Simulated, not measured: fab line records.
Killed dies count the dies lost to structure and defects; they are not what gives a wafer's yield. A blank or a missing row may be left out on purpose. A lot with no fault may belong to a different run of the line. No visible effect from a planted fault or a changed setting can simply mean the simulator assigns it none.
Chamber matching    flow nand_harc    rie_diel-03 running NHARC_A_BONDPAD_ETCH_34: 4 sister chambers
The step etches the open film in N2/H2, target depth 60 nm, overetch 18 nm, time 65.91 s. 8 wafers are shown with their chamber, then 10 later ones without.

## WAFERS WITH THEIR CHAMBER
wafer   chamber  drypump_motor_current_A (A)  rf_vpp_V (V)
L149.4  2        5.41                         431.1
L160.5  3        5.55                         428.0
L160.6  0        5.94                         428.1
L157.4  3        5.57                         428.9
L157.5  1        5.66                         430.6
L157.6  2        5.40                         429.6
L153.2  1        5.64                         433.0
L153.3  0        5.97                         428.1

## WAFERS WITHOUT THEIR CHAMBER
wafer   drypump_motor_current_A (A)  rf_vpp_V (V)
L153.4  5.55                         427.6
L158.2  5.97                         427.6
L158.4  5.41                         429.9
L158.6  5.65                         432.0
L161.2  5.41                         430.4
L161.3  5.57                         428.0
L161.6  5.57                         429.2
L168.2  5.98                         429.3
L168.5  5.42                         429.9
L168.6  5.68                         430.4

## THE CHAMBER EACH PASSED THROUGH
wafer   from the rows above  in truth
L153.4  3                    3
L158.2  0                    0
L158.4  2                    2
L158.6  1                    1
L161.2  2                    2
L161.3  3                    3
L161.6  3                    3
L168.2  0                    0
L168.5  2                    2
L168.6  1                    1
Placed correctly: 10 of 10. Can't be placed from these rows: 0. Wrongly placed: 0.
How it was worked out, from the rows above alone: a wafer's distance from a chamber is the root of the sum, over the readings, of the square of ((its reading less the chamber's mean) divided by the reading's scatter). The wafer belongs to the nearest chamber; if the next one is less than 2 further off, it can't be placed. For every chamber, the mean is computed from those of its wafers that are shown. The scatter is the square root of a quotient: the sum, over the shown wafers, of each reading's squared deviation from its chamber's mean, divided by wafers minus chambers.
